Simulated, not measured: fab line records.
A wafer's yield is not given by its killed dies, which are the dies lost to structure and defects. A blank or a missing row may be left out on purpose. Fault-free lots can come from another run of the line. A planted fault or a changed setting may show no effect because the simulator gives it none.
Matching of chambers -- flow n5Finfet -- N5_BEOL_M14_ILD_DEP_00 on pecvd-01: 3 sister chambers
The step deposits SiO2 from TEOS/O2, target thk 1119.3 nm, time 237.4 s. 3 wafers are shown with their chamber, then 12 later ones without.

## WAFERS PAIRED WITH THEIR CHAMBERS
wafer,chamber,throttleValvePct (%)
L091.2,2,17.3
L091.4,1,19.8
L091.5,0,18.2

## WAFERS WITH NO CHAMBER GIVEN
wafer,throttleValvePct (%)
L092.1,19.6
L092.2,17.5
L092.5,17.5
L094.3,19.6
L094.4,18.3
L094.5,17.3
L095.2,18.3
L095.3,17.5
L095.5,17.4
L097.2,18.2
L097.3,17.7
L097.5,17.4

## THE CHAMBER EACH PASSED THROUGH
wafer,from the rows above,in truth
L092.1,1,1
L092.2,2,2
L092.5,2,2
L094.3,1,1
L094.4,0,0
L094.5,2,2
L095.2,0,0
L095.3,2,2
L095.5,2,2
L097.2,0,0
L097.3,can't be placed: 2 or 0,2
L097.5,2,2
11 of 12 placed correctly. Cannot be placed on the basis of these rows: 1; the candidates contain the true chamber in 1. 0 placed wrongly.
How it was worked out, from the rows above alone: a wafer's distance from a chamber is the root of the sum, over the readings, of the square of ((its reading less the chamber's mean) divided by the reading's scatter). If the next closest chamber is less than 2 further off than the closest, the wafer can't be placed; otherwise it belongs to the closest. The mean given for a chamber averages the wafers shown for that chamber. The scatter: root of mean squared gap, hidden wafer to nearest shown wafer, with one shown wafer a chamber.
